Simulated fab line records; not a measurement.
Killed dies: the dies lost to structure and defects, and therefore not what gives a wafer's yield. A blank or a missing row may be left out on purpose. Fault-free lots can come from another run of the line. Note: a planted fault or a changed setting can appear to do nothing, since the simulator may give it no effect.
Which of the tools did it? | flow nand_harc | 6 lots with 18 wafers sampled at 5 steps, on a route of 1159 steps

WHAT THE GAUGES SHOWED, per wafer
NHARC_END_SORT_01.
lot  | measured     | on        | defect_limited_yield (%)
L545 | day 24 10:29 | prober-01 | 0 0 0
L544 | day 24 17:32 | prober-01 | 0 0 0

EACH LOT AND THE TOOL THAT RAN IT (in order: tool; ch and the chambers of the sampled wafers; start)
lot  | NHARC_A_BONDPAD_PRE_CLEAN_26            | NHARC_THIN_TSV_ETCH_44             | NHARC_THIN_TSV_STRIP_62              | NHARC_THIN_TSV_ANNEAL_52
L529 | pvd_sputter-03, day 19 10:17 or earlier | rie_diel-03 ch 0,1,3, day 19 10:17 | plasma_asher-01 ch 0,1, day 19 12:50 | rtp_anneal-02 ch 0, day 19 14:13
L532 | pvd_sputter-01, day 20 07:05 or earlier | rie_diel-12 ch 0,1, day 20 07:05   | plasma_asher-01 ch 0,1, day 20 09:30 | rtp_anneal-01 ch 0, day 20 10:52
L534 | pvd_sputter-01, day 20 15:19 or earlier | rie_diel-10 ch 0,1,2, day 20 15:19 | plasma_asher-01 ch 0,1, day 20 18:03 | rtp_anneal-02 ch 0, day 20 19:25
L536 | pvd_sputter-01, day 22 03:01 or earlier | rie_diel-03 ch 0,3, day 22 03:01   | plasma_asher-01 ch 0,1, day 22 05:43 | rtp_anneal-02 ch 0, day 22 07:07
L545 | pvd_sputter-03, day 23 19:37 or earlier | rie_diel-03 ch 0,1, day 23 19:37   | plasma_asher-02 ch 0,1, day 23 22:01 | rtp_anneal-01 ch 0, day 23 23:25
L544 | pvd_sputter-01, day 24 01:38 or earlier | rie_diel-03 ch 0,1,2, day 24 01:38 | plasma_asher-02 ch 0,1, day 24 04:00 | rtp_anneal-01 ch 0, day 24 05:23
- NHARC_A_BONDPAD_PRE_CLEAN_26: time 30 s.
- NHARC_THIN_TSV_ETCH_44: etches the open film in CF4/O2, target depth 1594.2 nm, time 797.1 s.
- NHARC_THIN_TSV_STRIP_62: strips in N2/H2, time 20 s.
- NHARC_THIN_TSV_ANNEAL_52: time 90 s.

THE ANSWER, worked out from the rows above alone
Rule: usual is defined by the lots themselves. The widest of any qualifying gaps counts: lots, ordered by their means at a reading, are off when they make up no more than a third of the lots, leave a main group of 4 or more, and stand apart from it by 3 or more times the standard deviation of that group's means. The tables above print the reading to a certain number of digits; a main group whose means all agree to those digits is not used. A lot without any number at a reading at which 4 lots or more have one is off too. Any other lot the step has rows for is counted as sound.
Across all readings shown, no lot is off: no conclusion can be drawn from this.

WHAT THE SIMULATOR HAD INSERTED
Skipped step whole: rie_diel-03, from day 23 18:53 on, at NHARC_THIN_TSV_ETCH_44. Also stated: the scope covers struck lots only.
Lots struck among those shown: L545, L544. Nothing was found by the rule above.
